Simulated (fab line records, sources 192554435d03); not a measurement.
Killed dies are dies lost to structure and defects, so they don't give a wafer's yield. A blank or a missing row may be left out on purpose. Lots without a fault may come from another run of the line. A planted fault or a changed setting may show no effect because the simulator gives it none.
Which tool did it? | flow n5_finfet | 24 lots, 72 wafers sampled, at 2 steps of a route of 1938

WHAT THE GAUGES READ, wafer by wafer
N5_BEOL_M8_CD_MEAS_11: target cd 38.5 nm. Usual: cd_nm 38.5 nm, standard deviation 0.37.
lot  | measured     | on        | cd_nm (nm)     | flag
L075 | day 9 20:31  | cd_sem-03 | 39.1 39.0 38.6 |
L074 | day 9 22:10  | cd_sem-03 | 38.8 38.4 38.8 |
L076 | day 10 00:16 | cd_sem-03 | 39.0 38.9 38.9 |
L077 | day 10 05:23 | cd_sem-02 | 38.4 38.8 38.7 |
L078 | day 10 08:16 | cd_sem-03 | 38.5 38.0 38.3 |
L079 | day 10 10:55 | cd_sem-03 | 37.7 38.2 38.1 |
L080 | day 10 23:33 | cd_sem-02 | 38.8 39.0 38.9 |
L081 | day 11 07:21 | cd_sem-02 | 38.3 38.2 38.8 |
L082 | day 11 19:04 | cd_sem-01 | 38.4 38.6 38.2 |
L083 | day 12 00:11 | cd_sem-01 | 38.7 38.8 38.8 |
L084 | day 12 08:44 | cd_sem-03 | 38.4 38.6 37.7 |
L085 | day 12 11:34 | cd_sem-01 | 38.5 38.2 38.3 |
L087 | day 12 21:22 | cd_sem-01 | 38.4 37.5 37.7 |
L088 | day 12 21:44 | cd_sem-02 | 39.1 38.2 37.8 |
L089 | day 13 01:15 | cd_sem-01 | 38.1 38.7 38.6 |
L086 | day 13 02:00 | cd_sem-02 | 38.6 38.6 38.7 |
L090 | day 13 10:49 | cd_sem-03 | 39.1 38.1 38.9 |
L092 | day 13 23:09 | cd_sem-03 | 38.9 39.1 38.5 |
L091 | day 14 01:50 | cd_sem-02 | 38.5 38.2 38.6 |
L093 | day 14 02:23 | cd_sem-01 | 39.4 38.8 39.0 |
L095 | day 14 11:26 | cd_sem-01 | 38.3 38.7 38.4 |
L094 | day 14 14:29 | cd_sem-03 | 38.5 38.3 38.8 |
L096 | day 14 20:43 | cd_sem-03 | 38.8 38.7 39.2 |
L097 | day 15 00:48 | cd_sem-02 | 38.3 38.3 38.7 |

WHICH TOOL RAN EACH LOT (tool, then ch and the chambers of the sampled wafers, then the start)
lot  | N5_BEOL_M7_CURE_75
L075 | uv_cure-02 ch 0, day 9 14:17
L074 | uv_cure-02 ch 1, day 9 17:47
L076 | uv_cure-01 ch 2, day 9 19:47
L077 | uv_cure-03 ch 2, day 10 00:07
L078 | uv_cure-03 ch 1, day 10 03:39
L079 | uv_cure-03 ch 2, day 10 05:38
L080 | uv_cure-03 ch 2, day 10 17:58
L081 | uv_cure-01 ch 2, day 11 02:07
L082 | uv_cure-02 ch 2, day 11 14:56
L083 | uv_cure-03 ch 0, day 11 18:53
L084 | uv_cure-03 ch 2, day 12 04:23
L085 | uv_cure-03 ch 2, day 12 08:02
L087 | uv_cure-02 ch 2, day 12 17:15
L088 | uv_cure-02 ch 0, day 12 17:44
L089 | uv_cure-01 ch 2, day 12 21:00
L086 | uv_cure-03 ch 1, day 12 21:43
L090 | uv_cure-03 ch 2, day 13 04:52
L092 | uv_cure-03 ch 0, day 13 19:07
L091 | uv_cure-01 ch 1, day 13 21:08
L093 | uv_cure-01 ch 2, day 13 22:47
L095 | uv_cure-02 ch 0, day 14 06:41
L094 | uv_cure-02 ch 2, day 14 07:59
L096 | uv_cure-01 ch 0, day 14 16:11
L097 | uv_cure-01 ch 1, day 14 20:49
- N5_BEOL_M7_CURE_75: cures SiCOH lowk, time 120 s.

WHAT THE TOOLS THEMSELVES READ (means of the sampled wafers that have a number; where no wafer has one, the mark that the record gives instead)
N5_BEOL_M7_CURE_75. Usual: lamp_power_pct 52.32 %, standard deviation 0.053; wafer_temp_C_max 371.9, standard deviation 0.74.
lot  | tool       | lamp_power_pct (%) | wafer_temp_C_max | flag
L075 | uv_cure-02 | 52.32              | 372.6            |
L074 | uv_cure-02 | 52.33              | 371.1            |
L076 | uv_cure-01 | 52.27              | 372.7            |
L077 | uv_cure-03 | 52.34              | 371.4            |
L078 | uv_cure-03 | 52.30              | 371.2            |
L079 | uv_cure-03 | 52.28              | 371.7            |
L080 | uv_cure-03 | 52.39              | 371.8            |
L081 | uv_cure-01 | 52.35              | 373.0            |
L082 | uv_cure-02 | 52.29              | 372.3            |
L083 | uv_cure-03 | 52.29              | 371.5            |
L084 | uv_cure-03 | 52.27              | 371.6            |
L085 | uv_cure-03 | 52.32              | 371.8            |
L087 | uv_cure-02 | 52.29              | 371.8            |
L088 | uv_cure-02 | 52.36              | 373.2            |
L089 | uv_cure-01 | 52.29              | 373.5            |
L086 | uv_cure-03 | 52.30              | 371.0            |
L090 | uv_cure-03 | 52.34              | 371.5            |
L092 | uv_cure-03 | 52.38              | 371.5            |
L091 | uv_cure-01 | 52.35              | 372.0            |
L093 | uv_cure-01 | 52.35              | 372.4            |
L095 | uv_cure-02 | 52.34              | 372.6            |
L094 | uv_cure-02 | 52.32              | 371.8            |
L096 | uv_cure-01 | 52.30              | 371.0            |
L097 | uv_cure-01 | 52.29              | 372.0            |

THE ANSWER, worked out from the rows above alone
Rule: a lot is off if the mean of its wafers that have a number lies more than 3 standard deviations from the usual mean. A lot without any number at a reading at which 4 lots or more have one is off too. The other lots that the step has rows for count as sound. The gauges are gone through in route order, then the tools' own readings, and for those a lot's mean is taken as printed above. The first step at which some lot is off is used, and at that step the reading that is off furthest; a lot without a number counts as furthest.
No lot is off at any reading shown: from this, nothing can be told.

WHAT THE SIMULATOR HAD PUT IN
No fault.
